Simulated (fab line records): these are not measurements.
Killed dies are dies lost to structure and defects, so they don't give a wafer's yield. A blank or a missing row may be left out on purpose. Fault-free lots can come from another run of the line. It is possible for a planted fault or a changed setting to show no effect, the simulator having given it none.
Matching of chambers / flow nand harc / NHARC_A_BONDPAD_DESCUM_11 on rie diel-10 has 4 sister chambers
The step chemistry O2, time 3 s. 4 wafers are shown with their chamber, then 7 later ones without.

## EACH WAFER AND ITS CHAMBER
wafer=L690.1; chamber=2; drypump motor current A (A)=6.5
wafer=L690.4; chamber=1; drypump motor current A (A)=6.0
wafer=L689.4; chamber=0; drypump motor current A (A)=6.1
wafer=L689.5; chamber=3; drypump motor current A (A)=6.5

## WAFERS WHOSE CHAMBER IS MISSING
wafer=L689.6; drypump motor current A (A)=6.5
wafer=L691.3; drypump motor current A (A)=6.1
wafer=L691.4; drypump motor current A (A)=6.6
wafer=L691.5; drypump motor current A (A)=6.5
wafer=L692.4; drypump motor current A (A)=6.0
wafer=L692.5; drypump motor current A (A)=6.0
wafer=L692.6; drypump motor current A (A)=6.5

## THE CHAMBER EACH PASSED THROUGH
wafer=L689.6; from the rows above=can't be placed: 2 or 3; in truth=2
wafer=L691.3; from the rows above=0; in truth=0
wafer=L691.4; from the rows above=can't be placed: 2 or 3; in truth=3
wafer=L691.5; from the rows above=can't be placed: 2 or 3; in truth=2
wafer=L692.4; from the rows above=1; in truth=1
wafer=L692.5; from the rows above=1; in truth=1
wafer=L692.6; from the rows above=can't be placed: 2 or 3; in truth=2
Correct placement for 3 of the 7. Cannot be placed on the basis of these rows: 4; the candidates contain the true chamber in 4. Placed wrongly: 0.
How it was worked out, from the rows above alone: a wafer's distance from a chamber is the root of the sum, over the readings, of the square of ((its reading less the chamber's mean) divided by the reading's scatter). If the next closest chamber is less than 2 further off than the closest, the wafer can't be placed; otherwise it belongs to the closest. Each chamber's mean is taken over the wafers shown for it. The scatter: with one shown wafer a chamber, the root of the mean of the squares of how far each hidden wafer lies from its nearest shown one.
